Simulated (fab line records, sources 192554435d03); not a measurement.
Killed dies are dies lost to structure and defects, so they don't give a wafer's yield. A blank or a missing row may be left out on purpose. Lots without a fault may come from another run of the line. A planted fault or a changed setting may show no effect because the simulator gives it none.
Chamber matching | flow n5_finfet | N5_BEOL_M10_DESCUM_33 on rie_diel-04: 4 sister chambers
The step chemistry O2, time 7.9 s. 4 wafers are shown with their chamber, then 8 later ones without.

WAFERS WITH THEIR CHAMBER
wafer  | chamber | showerhead_plenum_p_Torr (Torr)
L085.3 | 0       | 2.13
L085.4 | 3       | 2.00
L085.6 | 1       | 2.16
L088.1 | 2       | 2.02

WAFERS WITHOUT THEIR CHAMBER
wafer  | showerhead_plenum_p_Torr (Torr)
L088.3 | 1.99
L088.5 | 2.02
L092.2 | 2.15
L092.5 | 2.13
L092.6 | 2.15
L094.1 | 2.13
L094.4 | 1.99
L094.6 | 2.15

WHICH CHAMBER EACH WENT THROUGH
wafer  | from the rows above     | in truth
L088.3 | 3                       | 3
L088.5 | 2                       | 2
L092.2 | can't be placed: 1 or 0 | 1
L092.5 | 0                       | 0
L092.6 | can't be placed: 1 or 0 | 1
L094.1 | 0                       | 0
L094.4 | 3                       | 3
L094.6 | can't be placed: 1 or 0 | 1
Placed correctly: 5 of 8. Can't be placed from these rows: 3 (the true chamber is among the candidates in 3). Placed wrongly: 0.
How it was worked out, from the rows above alone: a wafer's distance from a chamber is the root of the sum, over the readings, of the square of ((its reading less the chamber's mean) divided by the reading's scatter). The wafer belongs to the nearest chamber; if the next one is less than 2 further off, it can't be placed. A chamber's mean is the mean of its shown wafers. The scatter: with one shown wafer a chamber, the root of the mean of the squares of how far each hidden wafer lies from its nearest shown one.
